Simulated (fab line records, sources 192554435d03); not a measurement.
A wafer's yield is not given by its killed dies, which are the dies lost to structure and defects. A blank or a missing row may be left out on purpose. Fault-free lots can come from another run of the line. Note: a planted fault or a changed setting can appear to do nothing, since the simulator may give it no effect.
Chamber matching | flow n5_finfet | rie_diel-05 running N5_BEOL_M11_ETCH_65: 4 sister chambers
The step etches SiARC in CF4, target depth 39 nm, time 65 s. 14 wafers are shown with their chamber, then 7 later ones without.

## WAFERS PAIRED WITH THEIR CHAMBERS
wafer  | chamber | showerhead_plenum_p_Torr (Torr) | throttle_valve_pct (%) | oes_product_au (a.u.)
L075.2 | 1       | 2.10                            | 15.36                  | 0.75
L075.4 | 3       | 2.12                            | 15.54                  | 0.64
L075.6 | 1       | 2.10                            | 15.38                  | 0.75
L085.1 | 1       | 2.09                            | 15.39                  | 0.73
L085.2 | 2       | 2.18                            | 15.55                  | 0.71
L085.6 | 0       | 2.11                            | 15.86                  | 0.59
L090.2 | 3       | 2.11                            | 15.59                  | 0.63
L090.3 | 1       | 2.09                            | 15.42                  | 0.72
L090.4 | 0       | 2.11                            | 15.88                  | 0.58
L088.1 | 1       | 2.09                            | 15.42                  | 0.71
L088.2 | 3       | 2.11                            | 15.60                  | 0.62
L088.5 | 1       | 2.09                            | 15.44                  | 0.71
L092.2 | 3       | 2.11                            | 15.59                  | 0.62
L092.5 | 3       | 2.11                            | 15.58                  | 0.61

SIGNATURES (averages over the wafers above)
reading                  | chamber 0 | chamber 1 | chamber 2 | chamber 3 | scatter within a chamber
showerhead_plenum_p_Torr | 2.1100    | 2.0933    | 2.1800    | 2.1120    | 0.00462
throttle_valve_pct       | 15.8700   | 15.4017   | 15.5500   | 15.5800   | 0.0262
oes_product_au           | 0.5850    | 0.7283    | 0.7100    | 0.6240    | 0.015
Rule: distance of a wafer from a chamber = root of the sum over the readings of ((wafer's reading minus chamber's mean) / reading's scatter) squared. The wafer belongs to the nearest chamber; if the next one is less than 2 further off, it can't be placed. The scatter is the square root of a quotient: the sum, over the shown wafers, of each reading's squared deviation from its chamber's mean, divided by wafers minus chambers.

## WAFERS WITHOUT THEIR CHAMBER
wafer  | showerhead_plenum_p_Torr (Torr) | throttle_valve_pct (%) | oes_product_au (a.u.)
L092.6 | 2.09                            | 15.42                  | 0.71
L091.3 | 2.09                            | 15.45                  | 0.70
L091.5 | 2.17                            | 15.59                  | 0.69
L091.6 | 2.11                            | 15.60                  | 0.62
L094.1 | 2.11                            | 15.40                  | 0.81
L094.5 | 2.09                            | 15.43                  | 0.70
L094.6 | 2.17                            | 15.61                  | 0.68

## CHAMBER TAKEN BY EACH
wafer  | from the rows above | in truth
L092.6 | 1                   | 1
L091.3 | 1                   | 1
L091.5 | 2                   | 2
L091.6 | 3                   | 3
L094.1 | 1                   | 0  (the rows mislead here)
L094.5 | 1                   | 1
L094.6 | 2                   | 2
Placed correctly: 6 of 7. Not placeable from these rows: 0. 1 placed wrongly.
